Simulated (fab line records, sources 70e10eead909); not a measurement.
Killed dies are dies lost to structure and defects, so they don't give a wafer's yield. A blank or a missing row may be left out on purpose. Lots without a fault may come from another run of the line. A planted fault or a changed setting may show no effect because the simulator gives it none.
Chamber matching | flow nand_harc | NHARC_A_CHANNEL_FILL_D2_ALD_02 on ald_hk-04: 4 sister chambers
The step deposits SiO2, target thk 6 nm, pulse time 10 s, ald cycles 60. 4 wafers are shown with their chamber, then 7 later ones without.

WAFERS WITH THEIR CHAMBER
wafer  | chamber | heater_power_w (W)
L083.2 | 0       | 519
L087.1 | 3       | 458
L089.1 | 2       | 452
L089.3 | 1       | 424

WAFERS WITHOUT THEIR CHAMBER
wafer  | heater_power_w (W)
L089.4 | 496
L093.2 | 436
L093.3 | 454
L093.5 | 440
L097.2 | 498
L097.4 | 446
L097.5 | 412

WHICH CHAMBER EACH WENT THROUGH
wafer  | from the rows above          | in truth
L089.4 | can't be placed: 0 or 3 or 2 | 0
L093.2 | can't be placed: 1 or 2 or 3 | 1
L093.3 | can't be placed: 2 or 3 or 1 | 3
L093.5 | can't be placed: 2 or 1 or 3 | 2
L097.2 | can't be placed: 0 or 3 or 2 | 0
L097.4 | can't be placed: 2 or 3 or 1 | 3
L097.5 | can't be placed: 1 or 2      | 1
Placed correctly: 0 of 7. Can't be placed from these rows: 7 (the true chamber is among the candidates in 7). Placed wrongly: 0.
How it was worked out, from the rows above alone: a wafer's distance from a chamber is the root of the sum, over the readings, of the square of ((its reading less the chamber's mean) divided by the reading's scatter). The wafer belongs to the nearest chamber; if the next one is less than 2 further off, it can't be placed. A chamber's mean is the mean of its shown wafers. The scatter: with one shown wafer a chamber, the root of the mean of the squares of how far each hidden wafer lies from its nearest shown one.
